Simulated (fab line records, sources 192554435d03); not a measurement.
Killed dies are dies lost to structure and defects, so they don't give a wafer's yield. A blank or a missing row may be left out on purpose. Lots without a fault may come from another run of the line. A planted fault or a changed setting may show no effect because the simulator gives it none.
Which tool did it? | flow n5_finfet | 12 lots, 36 wafers sampled, at 2 steps of a route of 1938

WHAT THE GAUGES READ, wafer by wafer
N5_BEOL_M9_CD_MEAS_28: target cd 70 nm.
lot  | measured     | on        | cd_nm (nm)
L075 | day 10 08:04 | cd_sem-03 | 69.89 70.42 70.11
L078 | day 10 16:28 | cd_sem-01 | 70.10 70.32 70.39
L079 | day 11 09:11 | cd_sem-01 | 69.54 69.99 69.52
L082 | day 11 21:18 | cd_sem-02 | 70.19 70.06 70.26
L083 | day 12 01:37 | cd_sem-02 | 69.95 70.14 70.11
L085 | day 12 20:14 | cd_sem-01 | 70.02 70.11 70.30
L089 | day 13 13:20 | cd_sem-01 | 69.76 69.73 69.80
L087 | day 14 04:28 | cd_sem-01 | 69.90 70.07 70.10
L092 | day 14 16:11 | cd_sem-02 | 69.77 69.75 69.97
L093 | day 15 02:09 | cd_sem-01 | 69.95 69.64 69.87
L095 | day 15 07:10 | cd_sem-02 | 69.90 70.50 69.72
L097 | day 15 20:28 | cd_sem-01 | 70.27 70.58 70.20

WHICH TOOL RAN EACH LOT (tool, then ch and the chambers of the sampled wafers, then the start)
lot  | N5_BEOL_M9_ETCH_62
L075 | rie_diel-01 ch 0,2,3, day 10 05:31
L078 | rie_diel-06 ch 0,1,2, day 10 15:46
L079 | rie_diel-05 ch 1,2,3, day 11 08:16
L082 | rie_diel-06 ch 0,1, day 11 19:36
L083 | rie_diel-05 ch 1,2,3, day 11 22:45
L085 | rie_diel-05 ch 1,3, day 12 19:29
L089 | rie_diel-05 ch 0,1, day 13 11:34
L087 | rie_diel-06 ch 2,3, day 14 03:39
L092 | rie_diel-01 ch 0,2,3, day 14 15:06
L093 | rie_diel-06 ch 0,2,3, day 15 01:23
L095 | rie_diel-05 ch 0,3, day 15 04:17
L097 | rie_diel-01 ch 0,2,3, day 15 19:35
- N5_BEOL_M9_ETCH_62: etches SOC in N2/H2, target depth 110 nm, overetch 22 nm, time 165 s.

THE ANSWER, worked out from the rows above alone
Rule: what is usual is taken from the lots themselves. Put in order of their means at a reading, lots are off if they are a third of the lots or fewer, leave a main group of 4 or more, and stand apart from it by a gap of 3 or more times the standard deviation of the main group's means; of several such gaps the widest counts. A main group whose means are all the same, to the digits that the tables above print for the reading, isn't used. A lot without any number at a reading at which 4 lots or more have one is off too. The other lots that the step has rows for count as sound.
No lot is off at any reading shown: from this, nothing can be told.

WHAT THE SIMULATOR HAD PUT IN
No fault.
